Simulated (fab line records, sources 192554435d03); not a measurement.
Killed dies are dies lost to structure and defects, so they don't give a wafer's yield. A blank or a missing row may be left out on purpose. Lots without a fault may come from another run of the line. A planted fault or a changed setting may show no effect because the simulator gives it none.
fab line records | flow n5_finfet
record lots=9 wafers=27 last_day=17
route steps=1938 shown BEOL_M4@1111 BEOL_M7@1302 PASSIVATION@1936
lots that met no fault: from a run of the same line without faults
start_h: hours from the record's first day to the start of the lot's first wafer shown | wait_h: hours since the lot's step before | " the same as in the row above | L1.1+2: a row that stands for several wafers | - no value, or no start given | * or withheld: withheld | < > ~ a bound
route shown NAME@n: a module of which the file shows steps, and the number in the route of the first | usual: mean/standard deviation of fault-free wafers | same: alike in all rows | chamber/n: place in a boat | sites: the reading at each site | _std_site: their standard deviation | _edge_site: outer sites' mean less inner sites' | radius_mm: how far each site lies from the wafer's centre | mask NAME#n: copy n | behind: the tool/chamber that last shaped the wafer | hold: why the lot was held/for how many hours/how that ended | device: the transistor (n, p or np) that didn't switch | end of line: the same wafers' tests at the end of the route | a step without rows: its recipe alone | killed: dies lost to structure and defects at the first sort, not the wafer's yield | map: a wafer's dies, x killed, . not, _ none there
set.NAME: the setting as run; set.NAME@STEP: as run at that earlier step | model.NAME: the simulator's own value behind a step, which no gauge read
steps of the route over a sample of lots; a table a step, a row a wafer
services: from which hour (start_h, from the record's first day; less than 0 if before it) a tool's chamber was out of use, for how many hours, and why
## steps
# step N5_BEOL_M4_RC_MEAS_101
# usual DIBL_N=36.0/2.2 DIBL_P=35.9/2.6 IOFF_N=0.16/0.038 IOFF_P=0.21/0.042 ION_N=675/15 ION_P=463/10 SS_N=71.5/0.62 SS_P=73.2/0.76 VT_N=250/4.1 VT_P=-251/3.6
# columns lot.wafer tool chamber start_h wait_h DIBL_N[mV/V] DIBL_P[mV/V] IOFF_N[nA/um] IOFF_P[nA/um] ION_N[uA/um] ION_P[uA/um] SS_N[mV/dec] SS_P[mV/dec] VT_N[mV] VT_P[mV]
L590.3 prober-02 0 168.92 0.3 36.3 37.2 0.17 0.21 675 458 72.3 73.5 249 -252
L590.4 " 0 " " 35.1 36.8 0.15 0.19 662 454 71.6 73.3 251 -252
L590.6 " 0 " " 32.8 34.1 0.12 0.16 672 463 70.7 72.1 253 -255
L595.1 prober-01 0 214.28 0.0 36.5 35.6 0.15 0.20 672 462 71.5 73.3 249 -249
L595.2 " 0 " " 34.2 34.0 0.13 0.19 682 473 70.9 72.4 253 -250
L595.5 " 0 " " 35.0 34.3 0.13 0.19 673 465 70.7 72.6 251 -249
L597.1 prober-02 0 215.85 0.0 37.8 37.3 0.16 0.19 675 459 71.2 73.3 252 -254
L597.3 " 0 " " 35.3 34.2 0.12 0.16 644 445 70.9 73.4 259 -256
L597.5 " 0 " " 35.8 33.6 0.13 0.15 653 446 71.9 72.5 256 -259
L596.1 prober-01 0 219.77 0.0 35.3 34.6 0.13 0.17 673 464 70.8 72.6 251 -255
L596.3 " 0 " " 37.6 36.8 0.16 0.20 662 450 71.5 74.0 252 -254
L596.5 " 0 " " 39.0 39.5 0.21 0.24 684 464 72.3 74.1 246 -252
L606.3 prober-02 0 264.25 0.3 38.2 34.2 0.15 0.19 658 452 71.8 73.3 253 -253
L606.4 " 0 " " 38.3 37.3 0.17 0.23 691 473 71.6 73.5 245 -251
L606.5 " 0 " " 37.3 36.2 0.16 0.22 687 474 71.0 73.4 248 -249
L607.2 prober-02 0 281.27 0.2 38.6 39.0 0.18 0.23 675 464 71.9 73.4 249 -250
L607.4 " 0 " " 39.9 42.4 0.22 0.29 696 482 72.1 73.9 245 -248
L607.5 " 0 " " 38.5 39.0 0.20 0.25 689 472 71.6 73.0 246 -250
L609.1 prober-02 0 290.17 0.0 35.9 36.9 0.17 0.28 684 476 71.5 74.2 249 -243
L609.4 " 0 " " 32.9 32.5 0.12 0.19 663 462 70.3 72.6 255 -249
L609.5 " 0 " " 33.8 31.9 0.12 0.18 656 454 70.8 72.2 252 -251
L608.1 prober-02 0 293.57 0.0 38.0 39.0 0.20 0.25 685 465 72.1 74.5 248 -251
L608.2 " 0 " " 34.9 35.5 0.15 0.19 689 469 71.6 73.0 250 -250
L608.4 " 0 " " 34.1 34.3 0.13 0.18 664 458 71.3 73.1 253 -254
L611.1 prober-02 0 306.35 0.0 36.0 37.0 0.18 0.25 684 464 71.0 73.4 245 -248
L611.2 " 0 " " 35.7 36.7 0.18 0.25 693 475 71.2 73.6 244 -245
L611.6 " 0 " " 35.6 37.8 0.19 0.28 700 491 71.5 74.2 245 -245
# step N5_BEOL_M7_ETCH_66
# recipe chemistry=N2/H2 target=SOC target_depth_a=800 overetch_a=160 mask_material=SiARC temp_c=40 time_s=120 ion_energy_ev=200 pressure_mtorr=30 source_w=840 bias_w=150 n2_flow_sccm=200 h2_flow_sccm=200
# usual drypump_motor_current_A=5.8/0.5 oes_product_au=0.60/0.052 rf_vpp_V=523.8/1.9 showerhead_plenum_p_Torr=2.53/0.053 temp_c=39.99/0.11 throttle_valve_pct=17.76/0.27
# same time_s=120
# columns lot.wafer tool chamber start_h wait_h drypump_motor_current_A oes_product_au rf_hours_counter_h rf_vpp_V showerhead_plenum_p_Torr temp_c throttle_valve_pct
L590.3 rie_diel-05 3 193.50 0.0 6.4 0.62 89 520.9 2.48 39.77 18.16
L590.4 " 0 " " 5.8 0.55 225 523.8 2.51 39.99 17.92
L590.6 " 1 " " 5.7 0.57 - 526.4 2.62 39.96 17.55
L597.1 rie_diel-02 2 245.07 0.0 6.4 0.55 182 522.4 2.51 40.03 17.86
L597.3 " 3 " " 5.4 0.56 181 525.7 2.56 39.95 18.28
L597.5 " 2 " " 6.4 0.54 - 523.4 2.51 40.08 17.88
L595.1 rie_diel-02 1 245.47 0.0 5.7 0.60 110 521.3 2.45 39.79 17.79
L595.2 " 0 " " 5.4 0.65 67 521.9 2.50 39.84 17.47
L595.5 " 3 " " 5.4 0.56 - 524.8 2.56 40.07 18.27
L596.1 rie_diel-05 2 247.49 0.0 5.9 0.60 121 523.4 2.54 39.89 17.47
L596.3 " 0 " " 5.9 0.53 243 523.6 2.50 39.94 17.95
L596.5 " 2 " " 5.9 0.60 - 523.0 2.54 40.00 17.46
L606.3 rie_diel-02 1 290.38 0.0 5.7 0.59 121 521.8 2.44 39.89 17.83
L606.4 " 3 " " 5.4 0.55 194 523.7 2.55 40.10 18.28
L606.5 " 0 " " 5.4 0.64 - 522.8 2.49 39.97 17.50
L607.2 rie_diel-03 3 310.26 0.0 6.7 0.59 129 523.7 2.55 40.19 17.73
L607.4 " 1 " " 4.8 0.64 58 525.7 2.59 39.91 17.68
L607.5 " 2 " " 5.7 0.71 - 524.7 2.59 39.92 17.41
L609.1 rie_diel-03 0 310.69 0.0 5.3 0.60 120 521.4 2.46 40.03 17.87
L609.4 " 2 " " 5.7 0.72 - 525.7 2.59 40.03 17.41
L609.5 " 3 " " 6.7 0.59 - 524.0 2.55 40.03 17.75
L608.1 rie_diel-03 0 318.51 0.0 5.3 0.60 123 520.2 2.45 39.95 17.89
L608.2 " 1 " " 4.8 0.64 58 523.3 2.59 39.89 17.69
L608.4 " 2 " " 5.7 0.70 11 524.3 2.59 40.03 17.40
L611.1 rie_diel-05 2 332.06 0.0 5.9 0.59 150 524.8 2.52 39.93 17.51
L611.2 " 1 " " 5.7 0.54 213 524.9 2.60 40.08 17.63
L611.6 " 0 " " 5.8 0.70 - 523.8 2.49 39.67 17.52
# step N5_BEOL_M7_CD_MEAS_35
# recipe target_cd_nm=40 polarity=opening
# usual cd_nm=40.1/0.86
# columns lot.wafer tool chamber start_h wait_h cd_nm
L590.3 cd_sem-02 - 194.00 0.0 40.8
L590.4 " - " " 40.2
L590.6 " - " " 38.8
L597.1 cd_sem-01 - 245.57 0.0 40.6
L597.3 " - " " 40.3
L597.5 " - " " 41.9
L595.1 cd_sem-02 - 245.97 0.0 39.7
L595.2 " - " " 40.2
L595.5 " - " " 39.6
L596.1 cd_sem-02 - 247.99 0.0 40.6
L596.3 " - " " 41.0
L596.5 " - " " 39.6
L606.3 cd_sem-02 - 290.89 0.0 40.1
L606.4 " - " " 40.3
L606.5 " - " " 39.7
L607.2 cd_sem-02 - 310.76 0.0 39.7
L607.4 " - " " 40.2
L607.5 " - " " 39.6
L609.1 cd_sem-02 - 311.19 0.0 38.5
L609.4 " - " " 38.8
L609.5 " - " " 39.7
L608.1 cd_sem-02 - 319.02 0.0 40.7
L608.2 " - " " 40.2
L608.4 " - " " 39.8
L611.1 cd_sem-01 - 332.56 0.0 40.3
L611.2 " - " " 40.7
L611.6 " - " " 40.8
# step N5_BEOL_M7_CVD_78
# recipe material=Co target_thk_a=20 temp_c=withheld precursor=CCTBA/H2 pressure_torr=30 time_s=142.3
# usual chamber_pressure_Torr=30.00/0.062 run_length_s=165.0/0.36 time_s=142.3/0
# columns lot.wafer tool chamber start_h wait_h chamber_pressure_Torr run_length_s time_s
L590.3 cvd_co-02 0 195.26 0.0 29.97 165.1 142.3
L590.4 " 1 " " 29.99 165.3 142.3
L590.6 " 0 " " 29.92 164.6 142.3
L597.1 cvd_co-01 2 246.64 0.1 - - -
L597.3 " 1 " " - - -
L597.5 " 1 " " - - -
L595.1 cvd_co-02 1 247.30 0.0 - - -
L595.2 " 2 " " - - -
L595.5 " 0 " " - - -
L596.1 cvd_co-01 2 249.18 0.1 - - -
L596.3 " 1 " " - - -
L596.5 " 0 " " - - -
L606.3 cvd_co-01 0 293.03 0.1 29.96 165.4 142.3
L606.4 " 0 " " 30.07 164.9 142.3
L606.5 " 1 " " 30.02 164.6 142.3
L607.2 cvd_co-02 0 312.70 0.0 30.02 164.9 142.3
L607.4 " 0 " " 30.01 165.1 142.3
L607.5 " 1 " " 30.00 165.4 142.3
L609.1 cvd_co-01 0 313.29 0.0 29.93 165.0 142.3
L609.4 " 0 " " 29.95 165.5 142.3
L609.5 " 1 " " 30.15 165.0 142.3
L608.1 cvd_co-01 0 320.33 0.1 29.95 164.8 142.3
L608.2 " 1 " " 30.02 165.5 142.3
L608.4 " 1 " " 30.01 165.5 142.3
L611.1 cvd_co-02 0 334.87 0.2 29.99 165.1 142.3
L611.2 " 2 " " 29.91 165.4 142.3
L611.6 " 0 " " 29.96 164.9 142.3
# step N5_BEOL_M7_ANNEAL_51
# recipe temp_c=225 time_s=90 ambient=N2
# usual anneal_temp_c=225.03/0.2 wafer_temp_C_max=225.83/0.2
# same time_s=90
# columns lot.wafer tool chamber start_h wait_h anneal_temp_c wafer_temp_C_max
L590.3 rtp_anneal-01 0 195.86 0.3 225.05 226.39
L590.4 " 0 " " 225.17 225.97
L590.6 " 0 " " 225.12 225.73
L597.1 rtp_anneal-02 0 246.98 0.1 224.94 225.86
L597.3 " 0 " " 225.09 225.80
L597.5 " 0 " " 225.26 225.72
L595.1 rtp_anneal-02 0 247.73 0.1 224.53 225.85
L595.2 " 0 " " 225.11 225.54
L595.5 " 0 " " 225.00 225.63
L596.1 rtp_anneal-01 0 250.27 0.7 225.19 225.75
L596.3 " 0 " " 225.16 225.57
L596.5 " 0 " " 224.94 225.77
L606.3 rtp_anneal-01 0 293.69 0.1 225.25 226.16
L606.4 " 0 " " 225.11 225.79
L606.5 " 0 " " 225.19 226.00
L607.2 rtp_anneal-01 0 313.13 0.1 225.44 226.27
L607.4 " 0 " " 225.49 225.91
L607.5 " 0 " " 225.33 225.68
L609.1 rtp_anneal-01 0 313.80 0.2 225.20 225.51
L609.4 " 0 " " 225.24 225.76
L609.5 " 0 " " 225.03 225.85
L608.1 rtp_anneal-02 0 321.18 0.4 224.96 225.51
L608.2 " 0 " " 224.86 225.52
L608.4 " 0 " " 224.89 225.84
L611.1 rtp_anneal-02 0 335.43 0.2 224.85 225.50
L611.2 " 0 " " 225.03 225.57
L611.6 " 0 " " 224.79 225.58
# step N5_BEOL_M7_CMP_52
# recipe stop_on=SiCOH_lowk t_overpolish_s=6.9 down_force_psi=1 platen_rpm=50 clearing_platen_down_force_psi=1.5 clearing_platen_rpm=50 post_cmp_clean=cu_alkaline target_thk_nm=80 clearing_platen_pad_velocity_m_s=0.99484 pad_velocity_m_s=0.99484
# usual barrier_field_endpoint_s=28.9/0.72 motor_current_A=6.3/0.6 retaining_ring_pressure_frac=0.999/0.0049
# columns lot.wafer tool chamber start_h wait_h barrier_field_endpoint_s motor_current_A retaining_ring_pressure_frac
L590.4 cmp-04 0 196.07 0.1 29.0 5.3 0.997
L590.3 " 2 " " 28.4 7.4 1.004
L590.6 " 1 " " 27.6 6.4 0.984
L597.3 cmp-01 0 247.31 0.2 26.6 5.7 1.008
L597.1 " 2 " " 26.2 6.0 1.009
L597.5 " 3 " " 26.0 6.0 0.984
L595.2 cmp-04 1 248.07 0.2 25.5 6.2 0.997
L595.1 " 2 " " 26.4 7.6 0.994
L595.5 " 1 " " 26.6 6.0 0.991
L596.3 cmp-04 3 250.66 0.3 25.8 6.7 1.000
L596.1 " 0 " " 26.8 5.5 1.003
L596.5 " 1 " " 25.9 6.2 1.001
L606.3 cmp-01 3 293.93 0.2 28.8 6.1 0.992
L606.4 " 1 " " 28.9 5.9 1.003
L606.5 " 2 " " 28.7 6.3 0.998
L607.2 cmp-01 0 313.38 0.2 28.5 5.6 1.002
L607.4 " 3 " " 29.3 6.1 1.001
L607.5 " 1 " " 29.8 6.2 0.999
L609.4 cmp-03 0 314.11 0.1 29.4 6.3 1.003
L609.1 " 2 " " 29.2 5.6 0.992
L609.5 " 1 " " 28.7 6.0 0.994
L608.1 cmp-01 3 321.52 0.3 28.8 6.0 0.992
L608.4 " 0 " " 30.1 5.6 0.996
L608.2 " 1 " " 29.5 5.7 1.000
L611.1 cmp-04 3 335.73 0.3 27.8 7.0 0.991
L611.2 " 0 " " 27.8 5.6 0.995
L611.6 " 0 " " 27.7 5.2 0.999
# step N5_PASSIVATION_PROBE_49
# usual defect_limited_yield=91.4/1.6 killed_at_M0_to_M3=35/10 killed_at_M4_up=12/4.7 killed_at_contacts=12/5.8 killed_at_front_end=38/12 killed_at_other=4/3.2 killed_dies=102/18 killed_on_rim=13/4.2 killed_open=68/14 killed_short=32/8 sort_bin_5_function=5.1/0.96 sort_bin_6_memory=3.2/0.77 sort_bin_8_speed=0.1/0.39 sort_n_pass=1078/20 sort_yield_pct=91.3/1.7
# same gross_dies=1180 killed_at_back_side=0 sort_bin_4_leakage[%]=0
# columns lot.wafer tool chamber start_h wait_h defect_limited_yield[%] killed_at_M0_to_M3 killed_at_M4_up killed_at_contacts killed_at_front_end killed_at_other killed_dies killed_on_rim killed_open killed_short sort_bin_5_function[%] sort_bin_6_memory[%] sort_bin_8_speed[%] sort_n_pass sort_yield_pct[%]
L590.3 prober-02 - 276.29 0.1 93.9 18 9 8 31 6 72 12 51 21 3.6 2.2 0 1108 93.9
L590.4 prober-02 - 276.34 0.2 93.7 26 9 6 32 1 74 7 54 20 3.6 2.5 0 1106 93.7
L590.6 prober-02 - 276.44 0.3 94.5 27 13 5 20 0 65 6 43 21 3.4 2.0 0 1115 94.5
L596.1 prober-02 - 325.59 0.0 18.8 33 897 8 16 4 958 149 59 21 69.3 11.6 0 222 18.8
L596.3 prober-02 - 325.69 0.1 17.4 41 879 4 50 1 975 87 63 32 70.6 11.2 0 205 17.4
L596.5 prober-02 - 325.79 0.2 18.7 22 902 3 30 2 959 89 42 23 68.0 13.2 0 221 18.7
L597.1 prober-01 - 325.63 0.0 17.5 25 902 12 32 2 973 150 62 18 70.7 11.7 0 207 17.5
L597.3 prober-01 - 325.73 0.1 17.7 18 925 3 22 3 971 74 37 17 71.6 10.3 0.1 208 17.6
L597.5 prober-01 - 325.83 0.2 18.2 24 903 6 28 4 965 80 41 27 69.6 12.0 0 215 18.2
L595.1 prober-01 - 327.58 0.0 18.4 29 903 9 20 2 963 150 48 24 68.6 12.5 0 217 18.4
L595.2 prober-01 - 327.63 0.1 15.8 44 909 7 29 5 994 151 54 30 70.9 12.3 0 186 15.8
L595.5 prober-01 - 327.78 0.2 18.3 34 902 5 18 5 964 136 57 17 70.1 11.5 0 216 18.3
# killed by level:class
L590.3 STI_FIN_REVEAL:geometric_particle:open=10 MOL_CONTACT_COAG:geometric_particle:open=8 BEOL_M2:geometric_particle:open=5 FIN_SAQP:geometric_particle:short=4 DUMMY_GATE:geometric_particle:open=4 BEOL_M3:geometric_particle:open=4 FIN_SAQP:geometric_particle:open=3 GATE_CUT:geometric_particle:short=3
L590.4 FIN_SAQP:geometric_particle:open=9 BEOL_M2:geometric_particle:open=8 BEOL_M3:geometric_particle:open=8 DUMMY_GATE:geometric_particle:open=5 MOL_CONTACT_COAG:geometric_particle:open=5 FIN_SAQP:geometric_particle:short=4 GATE_CUT:geometric_particle:open=4 STARTING-WAFER:geometric_particle:short=4
L590.6 BEOL_M3:geometric_particle:open=9 BEOL_M2:geometric_particle:open=7 FIN_SAQP:geometric_particle:short=6 STI_FIN_REVEAL:geometric_particle:open=4 BEOL_M0_SAQP:geometric_particle:open=4 MOL_CONTACT_COAG:geometric_particle:short=3 BEOL_M0:geometric_particle:open=3 BEOL_M4:geometric_particle:open=3
L596.1 BEOL_M7:area_cvd=559 BEOL_M7:interface_void_opened=319 BEOL_M4:geometric_particle:open=14 BEOL_M3:geometric_particle:open=13 MOL_CONTACT_COAG:geometric_particle:open=6 BEOL_M0_SAQP:geometric_particle:open=6 FIN_SAQP:geometric_particle:open=4 BEOL_M1:geometric_particle:short=4
L597.1 BEOL_M7:area_cvd=551 BEOL_M7:interface_void_opened=342 MOL_CONTACT_COAG:geometric_particle:open=11 FIN_SAQP:geometric_particle:open=10 STI_FIN_REVEAL:geometric_particle:open=8 BEOL_M0:geometric_particle:open=8 BEOL_M2:geometric_particle:open=8 BEOL_M4:geometric_particle:open=4
L596.3 BEOL_M7:area_cvd=558 BEOL_M7:interface_void_opened=314 STI_FIN_REVEAL:geometric_particle:open=20 BEOL_M2:geometric_particle:open=9 BEOL_M0_SAQP:geometric_particle:short=8 BEOL_M0_SAQP:geometric_particle:open=8 HKMG_FIN:area_etch=7 FIN_SAQP:geometric_particle:short=5
L597.3 BEOL_M7:area_cvd=573 BEOL_M7:interface_void_opened=343 DUMMY_GATE:geometric_particle:open=9 BEOL_M4:geometric_particle:open=6 BEOL_M1:geometric_particle:open=4 BEOL_M0_SAQP:geometric_particle:short=3 BEOL_M0:geometric_particle:open=3 BEOL_M2:geometric_particle:open=3
L596.5 BEOL_M7:area_cvd=552 BEOL_M7:interface_void_opened=342 BEOL_M0_SAQP:geometric_particle:open=9 FIN_SAQP:geometric_particle:open=8 FIN_SAQP:geometric_particle:short=6 STI_FIN_REVEAL:geometric_particle:open=6 BEOL_M0_SAQP:geometric_particle:short=6 GATE_CUT:geometric_particle:short=3
L597.5 BEOL_M7:area_cvd=548 BEOL_M7:interface_void_opened=349 STI_FIN_REVEAL:geometric_particle:open=6 FIN_SAQP:geometric_particle:short=4 STI_FIN_REVEAL:geometric_particle:short=4 BEOL_M2:geometric_particle:open=4 MOL_CONTACT_COAG:geometric_particle:open=4 BEOL_M0_SAQP:geometric_particle:open=4
L595.1 BEOL_M7:area_cvd=541 BEOL_M7:interface_void_opened=350 BEOL_M0_SAQP:geometric_particle:open=9 BEOL_M3:geometric_particle:open=9 BEOL_M0_SAQP:geometric_particle:short=6 STI_FIN_REVEAL:geometric_particle:open=5 MOL_CONTACT_COAG:geometric_particle:open=5 GATE_CUT:geometric_particle:short=4
L595.2 BEOL_M7:area_cvd=566 BEOL_M7:interface_void_opened=334 BEOL_M0_SAQP:geometric_particle:open=10 BEOL_M3:geometric_particle:open=10 HKMG_FIN:area_etch=10 BEOL_M0_SAQP:geometric_particle:short=9 BEOL_M2:geometric_particle:open=8 MOL_CONTACT_COAG:geometric_particle:open=7
L595.5 BEOL_M7:area_cvd=551 BEOL_M7:interface_void_opened=339 BEOL_M3:geometric_particle:open=12 BEOL_M0_SAQP:geometric_particle:open=10 BEOL_M4:geometric_particle:open=10 BEOL_M1:geometric_particle:open=6 DUMMY_GATE:geometric_particle:open=4 MOL_CONTACT_COAG:geometric_particle:open=4
## services
# columns tool chamber start_h hours kind
cmp-04 - 177.55 0.7 repair
cmp-01 - 181.78 3.0 repair
rie_diel-03 2 189.48 14.7 repair
cmp-01 - 196.02 4.0 pm
cvd_co-02 - 198.93 0.9 repair
cmp-01 - 200.02 - consumable_replace:conditioner
cmp-01 - 200.02 - consumable_replace:pad
cmp-04 - 207.57 24.7 pm
cmp-03 - 238.49 1.3 repair
cmp-03 - 245.04 4.0 pm
rie_diel-02 - 249.58 2.8 pm
cmp-04 - 253.65 0.9 repair
cvd_co-01 1 260.15 4.1 repair
rie_diel-03 2 261.75 - clean
rie_diel-03 2 261.75 - consumable_replace:focus_ring
rie_diel-03 2 261.75 24.2 scheduled_down
cmp-04 - 310.99 4.0 pm
cmp-04 - 314.99 - consumable_replace:conditioner
cmp-04 - 314.99 - consumable_replace:pad
cvd_co-02 2 319.32 2.0 repair
cvd_co-01 - 329.25 0.4 repair
cvd_co-02 1 333.33 - clean
cvd_co-02 1 333.33 22.0 scheduled_down
cvd_co-02 1 333.33 22.0 vent_cycle
## key
first_sign step=N5_BEOL_M7_CVD_78 reading=tool_record direction=missing
effect step=N5_BEOL_M7_CMP_52 reading=barrier_field_endpoint_s direction=down sigmas=3.7 usual=28.9 struck=26.2
effect step=N5_PASSIVATION_PROBE_49 reading=killed_at_M4_up direction=up sigmas=99+ usual=12 struck=902
more_kills_born_at N5_BEOL_M7_CVD_78@cvd_co-01=3341 N5_BEOL_M7_CVD_78@cvd_co-02=1658
met_at N5_BEOL_M7_CVD_78
struck_lots L595,L596,L597
later_rows_left_out L595.1,L595.2,L595.5,L596.1,L596.3,L596.5,L597.1,L597.3,L597.5
not_acting_at N5_BEOL_M7_ETCH_66,N5_BEOL_M7_CD_MEAS_35,N5_BEOL_M7_ANNEAL_51
onset_between 195.26 246.64
fault kind=skipped_step_whole tool=cvd_co-01,cvd_co-02 chamber=- onset_h=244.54 steps=N5_BEOL_M7_CVD_78 scope=struck_lots_only
# later_rows_left_out: the simulator's readings of these wafers behind a module that went badly wrong aren't trusted and aren't shown, but for the sort
